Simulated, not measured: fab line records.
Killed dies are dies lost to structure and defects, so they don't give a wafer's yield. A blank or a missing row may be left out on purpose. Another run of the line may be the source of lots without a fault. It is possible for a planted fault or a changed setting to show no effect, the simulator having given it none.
Matching of chambers | flow nand-harc | rie-diel-11 running NHARC_A_CONTACT_ETCH_92: 4 sister chambers
The step etches the open film in CH3F/O2, target depth 40 nm, time 85.7 s. 8 wafers are shown with their chamber, then 8 later ones without.

== EACH WAFER AND ITS CHAMBER ==
wafer  | chamber | drypump-motor-current-A (A) | showerhead-plenum-p-Torr (Torr)
L458.6 | 2       | 5.7                         | 2.36
L464.3 | 1       | 5.9                         | 2.42
L464.5 | 3       | 6.2                         | 2.39
L464.6 | 0       | 5.9                         | 2.29
L468.1 | 3       | 6.2                         | 2.38
L468.2 | 0       | 5.9                         | 2.29
L468.4 | 1       | 5.8                         | 2.42
L472.4 | 2       | 5.7                         | 2.35

== WAFERS MISSING THEIR CHAMBER ==
wafer  | drypump-motor-current-A (A) | showerhead-plenum-p-Torr (Torr)
L472.5 | 6.2                         | 2.38
L472.6 | 5.7                         | 2.35
L474.1 | 5.7                         | 2.35
L474.3 | 5.9                         | 2.28
L474.4 | 6.2                         | 2.38
L476.3 | 6.2                         | 2.38
L476.4 | 5.9                         | 2.28
L476.5 | 6.2                         | 2.38

== CHAMBER TAKEN BY EACH ==
wafer  | from the rows above | in truth
L472.5 | 3                   | 3
L472.6 | 2                   | 2
L474.1 | 2                   | 2
L474.3 | 0                   | 0
L474.4 | 3                   | 3
L476.3 | 3                   | 3
L476.4 | 0                   | 0
L476.5 | 3                   | 3
Correctly placed: 8 of 8. From these rows, 0 cannot be placed. Wrongly placed: 0.
How it was worked out, from the rows above alone: a wafer's distance from a chamber is the root of the sum, over the readings, of the square of ((its reading less the chamber's mean) divided by the reading's scatter). The wafer belongs to the nearest chamber; if the next one is less than 2 further off, it can't be placed. A chamber's mean is the mean of its shown wafers. The scatter: take each reading less its chamber's mean, square it, sum over the shown wafers, divide by the number of wafers less the number of chambers, and take the root.
